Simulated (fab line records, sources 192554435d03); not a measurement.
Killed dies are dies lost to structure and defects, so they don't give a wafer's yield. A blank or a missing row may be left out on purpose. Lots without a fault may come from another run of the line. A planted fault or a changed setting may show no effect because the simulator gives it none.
fab line records | flow n5_finfet | part 2 of 2: steps 5 to 6 of 6
record lots=22 wafers=66 last_day=21
route steps=1938 shown SDB@369 HKMG_FIN@387 GATE_CUT@501
lots that met no fault: from a run of the same line without faults
start_h: hours from the record's first day to the start of the lot's first wafer shown | wait_h: hours since the lot's step before | " the same as in the row above | L1.1+2: a row that stands for several wafers | - no value, or no start given | * or withheld: withheld | < > ~ a bound
route shown NAME@n: a module of which the file shows steps, and the number in the route of the first | usual: mean/standard deviation of fault-free wafers | same: alike in all rows | chamber/n: place in a boat | sites: the reading at each site | _std_site: their standard deviation | _edge_site: outer sites' mean less inner sites' | radius_mm: how far each site lies from the wafer's centre | mask NAME#n: copy n | behind: the tool/chamber that last shaped the wafer | hold: why the lot was held/for how many hours/how that ended | device: the transistor (n, p or np) that didn't switch | end of line: the same wafers' tests at the end of the route | a step without rows: its recipe alone | killed: dies lost to structure and defects at the first sort, not the wafer's yield | map: a wafer's dies, x killed, . not, _ none there
set.NAME: the setting as run; set.NAME@STEP: as run at that earlier step | model.NAME: the simulator's own value behind a step, which no gauge read
steps of the route over a sample of lots; a table a step, a row a wafer
services: from which hour (start_h, from the record's first day; less than 0 if before it) a tool's chamber was out of use, for how many hours, and why
## steps
# step N5_GATE_CUT_CUT_ETCH_54
# recipe chemistry=Cl2/BCl3 target=TiN mask_material=SiO2 target_depth_a=967 pressure_mtorr=10 icp_w=1000 bias_w=126 Cl2_flow_sccm=53.25 bcl3_flow_sccm=21.75 Ar_flow_sccm=25 ends=cleared
# usual bcl3_flow_sccm=21.76/0.068 drypump_motor_current_A=6.0/0.45 etch_rf_on_time_s=36.4/0.92 oes_product_au=0.68/0.061 throttle_valve_pct=22.18/0.3
# columns lot.wafer tool chamber start_h wait_h bcl3_flow_sccm drypump_motor_current_A etch_rf_on_time_s oes_product_au rf_hours_counter_h throttle_valve_pct
L074.3 rie_metal-02 1 93.60 0.0 21.69 5.4 37.1 0.63 - 22.58
L074.4 " 0 " " 21.70 5.4 36.3 0.73 - 22.18
L074.5 " 1 " " 21.69 5.4 37.0 0.63 - 22.57
L075.1 rie_metal-03 1 93.84 0.0 21.68 6.5 35.6 0.59 108 22.35
L075.4 " 0 " " 21.72 5.7 36.8 0.74 - 22.19
L075.5 " 0 " " 21.75 5.7 37.5 0.73 - 22.19
L076.2 rie_metal-03 0 96.04 0.0 21.89 5.7 37.0 0.74 29 22.18
L076.5 " 1 " " 21.75 6.5 35.6 0.59 - 22.37
L076.6 " 0 " " 21.81 5.7 36.7 0.74 - 22.18
L077.2 rie_metal-01 0 101.87 0.0 21.69 6.4 37.5 0.74 21 21.55
L077.3 " 0 " " 21.68 6.4 37.3 0.75 - 21.55
L077.6 " 0 " " 21.60 6.4 37.2 0.75 - 21.56
L078.1 rie_metal-02 0 111.64 0.0 21.70 5.4 36.2 0.73 32 22.16
L078.4 " 0 " " 21.71 5.4 36.5 0.73 - 22.17
L078.6 " 1 " " 21.78 5.4 37.4 0.63 - 22.58
L079.2 rie_metal-03 0 116.57 0.0 21.82 5.7 37.2 0.74 30 22.18
L079.3 " 0 " " 21.82 5.7 37.2 0.73 - 22.19
L079.4 " 1 " " 21.71 6.5 35.1 0.59 - 22.35
L080.2 rie_metal-03 1 124.63 0.0 21.66 6.5 35.5 0.59 109 22.36
L080.4 " 1 " " 21.66 6.5 35.5 0.59 - 22.37
L080.5 " 0 " " 21.79 5.7 37.2 0.75 - 22.19
L081.1 rie_metal-02 0 133.61 0.0 21.66 5.4 36.1 0.73 33 22.16
L081.2 " 1 " " 21.76 5.4 37.1 0.63 85 22.56
L081.6 " 1 " " 21.85 5.4 37.4 0.63 - 22.59
L082.1 rie_metal-01 0 135.04 0.0 21.65 6.4 37.4 0.74 23 21.57
L082.3 " 1 " " 21.73 6.3 34.8 0.68 - 22.09
L082.6 " 1 " " 21.74 6.3 34.6 0.68 - 22.07
L083.1 rie_metal-01 0 141.56 0.0 21.79 6.4 37.5 0.75 23 21.56
L083.2 " 1 " " 21.78 6.3 34.9 0.68 72 22.10
L083.5 " 1 " " 21.73 6.3 35.0 0.67 - 22.10
L086.3 rie_metal-02 0 161.57 0.0 21.78 5.4 36.1 0.73 - 22.19
L086.5 " 1 " " 21.72 5.4 36.8 0.63 - 22.57
L086.6 " 0 " " 21.71 5.4 36.1 0.73 - 22.17
L087.1 rie_metal-03 0 164.56 0.0 21.79 5.7 37.4 0.73 33 22.19
L087.2 " 1 " " 21.48 6.5 36.0 0.58 112 22.37
L087.6 " 0 " " 21.74 5.7 37.2 0.73 - 22.19
L088.1 rie_metal-03 0 167.98 0.0 21.79 5.7 37.5 0.72 33 22.19
L088.5 " 0 " " 21.79 5.7 37.6 0.72 - 22.20
L088.6 " 1 " " 21.67 6.5 35.7 0.58 - 22.37
L089.1 rie_metal-01 0 175.11 0.0 21.73 6.4 37.5 0.74 26 21.56
L089.2 " 1 " " 21.79 6.3 35.5 0.67 75 22.10
L089.5 " 1 " " 21.77 6.3 35.1 0.67 - 22.11
L090.2 rie_metal-03 1 182.06 0.0 21.78 6.5 35.6 0.58 114 22.39
L090.3 " 0 " " 21.61 5.7 37.6 0.72 - 22.20
L090.6 " 0 " " 21.76 5.7 37.3 0.72 - 22.21
L091.3 rie_metal-02 0 184.93 0.0 21.71 5.4 36.5 0.71 - 22.18
L091.4 " 1 " " 21.86 5.4 37.2 0.62 - 22.58
L091.6 " 0 " " 21.68 5.4 36.0 0.72 - 22.17
L092.3 rie_metal-03 0 191.75 0.0 21.82 5.7 37.4 0.72 - 22.23
L092.5 " 1 " " 21.80 6.5 35.8 0.58 - 22.37
L092.6 " 0 " " 21.91 5.7 37.6 0.72 - 22.22
L093.1 rie_metal-03 1 198.46 0.0 21.76 6.5 35.8 0.58 115 22.39
L093.3 " 1 " " 21.77 6.5 35.6 0.58 - 22.38
L093.6 " 1 " " 21.76 6.5 35.6 0.58 - 22.39
L094.1 rie_metal-02 0 207.59 0.0 21.78 5.4 36.8 0.71 40 22.21
L094.3 " 0 " " 21.74 5.4 36.9 0.71 - 22.18
L094.4 " 1 " " 21.85 5.4 37.2 0.62 - 22.60
L095.1 rie_metal-01 1 214.07 0.0 21.78 6.3 35.3 0.66 78 22.11
L095.3 " 0 " " 21.90 6.4 37.0 0.74 - 21.56
L095.6 " 0 " " 21.79 6.4 37.5 0.72 - 21.57
L096.1 rie_metal-01 1 216.25 0.0 21.69 6.3 34.4 0.67 79 22.07
L096.5 " 0 " " 21.77 6.4 37.0 0.73 - 21.56
L096.6 " 1 " " 21.78 6.3 34.6 0.66 - 22.10
L097.2 rie_metal-01 0 226.59 0.0 21.77 6.4 36.6 0.73 32 21.57
L097.3 " 1 " " 21.86 6.3 34.3 0.67 - 22.11
L097.6 " 1 " " 21.79 6.3 34.5 0.67 - 22.10
# step N5_GATE_CUT_ETCH_47
# recipe chemistry=Cl2/BCl3 target=SiO2 target_depth_a=100 pressure_mtorr=10 icp_w=1000 bias_w=126 Cl2_flow_sccm=53.25 bcl3_flow_sccm=21.75 Ar_flow_sccm=25
# usual bcl3_flow_sccm=21.76/0.072 drypump_motor_current_A=6.0/0.46 oes_product_au=0.75/0.073 throttle_valve_pct=22.72/0.3
# columns lot.wafer tool chamber start_h wait_h bcl3_flow_sccm drypump_motor_current_A oes_product_au rf_hours_counter_h throttle_valve_pct
L074.3 rie_metal-02 1 93.68 0.0 21.80 5.4 0.70 - 23.10
L074.4 " 0 " " 21.87 5.4 0.81 - 22.71
L074.5 " 1 " " 21.86 5.4 0.71 - 23.08
L075.1 rie_metal-03 1 93.93 0.0 21.83 6.5 0.64 108 22.91
L075.4 " 0 " " 21.72 5.7 0.84 - 22.71
L075.5 " 0 " " 21.68 5.7 0.84 - 22.72
L076.2 rie_metal-03 0 96.13 0.0 21.74 5.7 0.84 29 22.72
L076.5 " 1 " " 21.72 6.5 0.64 - 22.91
L076.6 " 0 " " 21.89 5.7 0.83 - 22.71
L077.2 rie_metal-01 0 101.96 0.0 21.69 6.4 0.85 21 22.09
L077.3 " 0 " " 21.83 6.4 0.85 - 22.07
L077.6 " 0 " " 21.80 6.4 0.85 - 22.07
L078.1 rie_metal-02 0 111.73 0.0 21.75 5.4 0.81 32 22.70
L078.4 " 0 " " 21.69 5.4 0.81 - 22.70
L078.6 " 1 " " 21.74 5.4 0.71 - 23.10
L079.2 rie_metal-03 0 116.66 0.0 21.78 5.7 0.83 30 22.73
L079.3 " 0 " " 21.82 5.7 0.82 - 22.72
L079.4 " 1 " " 21.89 6.5 0.65 - 22.92
L080.2 rie_metal-03 1 124.72 0.0 21.80 6.6 0.65 109 22.92
L080.4 " 1 " " 21.71 6.5 0.65 - 22.91
L080.5 " 0 " " 21.81 5.7 0.83 - 22.72
L081.1 rie_metal-02 0 133.70 0.0 21.84 5.4 0.80 33 22.70
L081.2 " 1 " " 21.76 5.4 0.70 86 23.10
L081.6 " 1 " " 21.79 5.4 0.69 - 23.10
L082.1 rie_metal-01 0 135.13 0.0 21.71 6.4 0.84 23 22.08
L082.3 " 1 " " 21.73 6.3 0.74 - 22.65
L082.6 " 1 " " 21.68 6.3 0.73 - 22.66
L083.1 rie_metal-01 0 141.65 0.0 21.74 6.4 0.84 23 22.08
L083.2 " 1 " " 21.76 6.3 0.74 72 22.66
L083.5 " 1 " " 21.72 6.3 0.73 - 22.66
L086.3 rie_metal-02 0 161.65 0.0 21.79 5.4 0.80 - 22.71
L086.5 " 1 " " 21.90 5.5 0.70 - 23.10
L086.6 " 0 " " 21.68 5.4 0.79 - 22.71
L087.1 rie_metal-03 0 164.65 0.0 21.59 5.7 0.82 33 22.73
L087.2 " 1 " " 21.86 6.5 0.64 112 22.92
L087.6 " 0 " " 21.69 5.7 0.82 - 22.74
L088.1 rie_metal-03 0 168.07 0.0 21.74 5.7 0.82 33 22.72
L088.5 " 0 " " 21.75 5.7 0.82 - 22.73
L088.6 " 1 " " 21.69 6.5 0.63 - 22.93
L089.1 rie_metal-01 0 175.20 0.0 21.82 6.4 0.83 26 22.09
L089.2 " 1 " " 21.63 6.3 0.73 75 22.65
L089.5 " 1 " " 21.66 6.3 0.73 - 22.68
L090.2 rie_metal-03 1 182.15 0.0 21.72 6.5 0.63 114 22.93
L090.3 " 0 " " 21.77 5.7 0.81 - 22.74
L090.6 " 0 " " 21.71 5.7 0.80 - 22.73
L091.3 rie_metal-02 0 185.01 0.0 21.76 5.4 0.79 - 22.73
L091.4 " 1 " " 21.74 5.4 0.70 - 23.12
L091.6 " 0 " " 21.83 5.4 0.80 - 22.72
L092.3 rie_metal-03 0 191.83 0.0 21.77 5.7 0.81 - 22.73
L092.5 " 1 " " 21.65 6.5 0.63 - 22.94
L092.6 " 0 " " 21.72 5.7 0.81 - 22.73
L093.1 rie_metal-03 1 198.55 0.0 21.72 6.5 0.63 115 22.94
L093.3 " 1 " " 21.83 6.5 0.63 - 22.93
L093.6 " 1 " " 21.83 6.6 0.63 - 22.93
L094.1 rie_metal-02 0 207.68 0.0 21.69 5.4 0.78 40 22.72
L094.3 " 0 " " 21.80 5.4 0.77 - 22.73
L094.4 " 1 " " 21.61 5.5 0.69 - 23.12
L095.1 rie_metal-01 1 214.16 0.0 21.80 6.3 0.73 79 22.68
L095.3 " 0 " " 21.66 6.4 0.81 - 22.09
L095.6 " 0 " " 21.72 6.4 0.82 - 22.10
L096.1 rie_metal-01 1 216.34 0.0 21.70 6.3 0.73 79 22.67
L096.5 " 0 " " 21.81 6.4 0.83 - 22.12
L096.6 " 1 " " 21.73 6.3 0.73 - 22.66
L097.2 rie_metal-01 0 226.68 0.0 21.68 6.4 0.82 32 22.09
L097.3 " 1 " " 21.86 6.3 0.72 - 22.67
L097.6 " 1 " " 21.85 6.3 0.71 - 22.68
## services
# columns tool chamber start_h hours kind
rie_si-03 1 72.40 7.9 repair
rie_diel-05 - 89.99 15.6 pm
rie_diel-01 - 109.73 14.6 pm
rie_si-02 3 113.66 15.8 repair
rie_metal-01 0 124.30 5.3 repair
rie_si-03 1 133.48 3.0 repair
rie_metal-03 - 140.36 2.8 pm
rie_si-02 - 148.65 0.1 repair
rie_si-02 0 154.09 8.8 repair
rie_diel-01 3 166.05 3.5 repair
rie_metal-02 1 166.21 4.4 repair
rie_metal-01 - 177.00 0.5 repair
rtp_anneal-01 - 179.09 1.0 pm
rie_si-01 - 191.85 2.8 pm
rie_si-01 3 195.16 15.5 repair
rie_diel-04 0 198.98 - clean
rie_diel-04 0 198.98 - consumable_replace:focus_ring
rie_diel-04 0 198.98 36.9 scheduled_down
rie_diel-04 0 198.98 36.9 vent_cycle
rie_diel-04 1 200.64 69.6 repair
rie_diel-04 3 203.83 8.1 repair
plasma_asher-01 - 212.26 2.8 pm
rie_diel-01 - 214.57 2.8 pm
rie_metal-03 - 217.63 28.1 pm
